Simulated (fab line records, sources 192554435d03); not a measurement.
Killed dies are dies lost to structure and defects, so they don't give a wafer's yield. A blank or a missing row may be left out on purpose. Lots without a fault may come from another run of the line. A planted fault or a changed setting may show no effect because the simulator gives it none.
Which tool did it? | flow n5_finfet | 11 lots, 33 wafers sampled, at 3 steps of a route of 1938

WHAT THE GAUGES READ, wafer by wafer
N5_BEOL_M11_INSPECT_58: inspects for defects (darkfield).
lot  | measured     | on                | raw_defect_count
L508 | day 11 07:24 | defect_inspect-01 | 65 67 63
L505 | day 11 12:12 | defect_inspect-01 | 66 41 28
L507 | day 11 13:34 | defect_inspect-01 | 80 115 70
L509 | day 12 07:35 | defect_inspect-01 | 73 70 67
L511 | day 12 13:40 | defect_inspect-01 | 118 55 79
L514 | day 13 09:52 | defect_inspect-01 | 56 636 101
L515 | day 13 17:34 | defect_inspect-01 | 680 81 80
L521 | day 15 13:39 | defect_inspect-02 | 80 44 42
L524 | day 16 03:10 | defect_inspect-02 | 57 59 53
L525 | day 16 10:41 | defect_inspect-01 | 75 72 102
L526 | day 16 15:26 | defect_inspect-02 | 139 112 118

WHICH TOOL RAN EACH LOT (tool, then ch and the chambers of the sampled wafers, then the start)
lot  | N5_BEOL_M11_SPUTTER_48       | N5_BEOL_M11_PRE_CLEAN_55
L508 | pvd_sputter-03, day 11 06:26 | pecvd-04 ch 0,1, day 11 07:17
L505 | pvd_sputter-02, day 11 10:59 | pecvd-01 ch 0,2, day 11 12:05
L507 | pvd_sputter-03, day 11 11:58 | pecvd-04 ch 0,1, day 11 13:27
L509 | pvd_sputter-02, day 12 06:22 | pecvd-04 ch 0,1,2, day 12 07:14
L511 | pvd_sputter-03, day 12 12:15 | pecvd-04 ch 0,1, day 12 13:33
L514 | pvd_sputter-01, day 13 08:53 | pecvd-04 ch 0,1, day 13 09:44
L515 | pvd_sputter-01, day 13 16:14 | pecvd-04 ch 0,1,2, day 13 17:28
L521 | pvd_sputter-01, day 15 12:33 | pecvd-02 ch 0,1,2, day 15 13:32
L524 | pvd_sputter-01, day 16 01:56 | pecvd-04 ch 0,1, day 16 03:03
L525 | pvd_sputter-02, day 16 09:43 | pecvd-04 ch 0,2, day 16 10:34
L526 | pvd_sputter-02, day 16 14:28 | pecvd-01 ch 0,2, day 16 15:20
- N5_BEOL_M11_SPUTTER_48: material Cu, target thk 12 nm, time 2 s.
- N5_BEOL_M11_PRE_CLEAN_55: time 15 s.

THE ANSWER, worked out from the rows above alone
Rule: what is usual is taken from the lots themselves. Put in order of their means at a reading, lots are off if they are a third of the lots or fewer, leave a main group of 4 or more, and stand apart from it by a gap of 3 or more times the standard deviation of the main group's means; of several such gaps the widest counts. A main group whose means are all the same, to the digits that the tables above print for the reading, isn't used. A lot without any number at a reading at which 4 lots or more have one is off too. The other lots that the step has rows for count as sound.
Off: L514, L515, at N5_BEOL_M11_INSPECT_58 (raw_defect_count). The main group: mean 74, standard deviation 22.
A tool fits if, at a process step before that reading, it ran every lot that is off, and no sound lot after the first of them. The gauges at N5_BEOL_M11_INSPECT_58 are tried like those tools. None of those tried fits.

WHAT THE SIMULATOR HAD PUT IN
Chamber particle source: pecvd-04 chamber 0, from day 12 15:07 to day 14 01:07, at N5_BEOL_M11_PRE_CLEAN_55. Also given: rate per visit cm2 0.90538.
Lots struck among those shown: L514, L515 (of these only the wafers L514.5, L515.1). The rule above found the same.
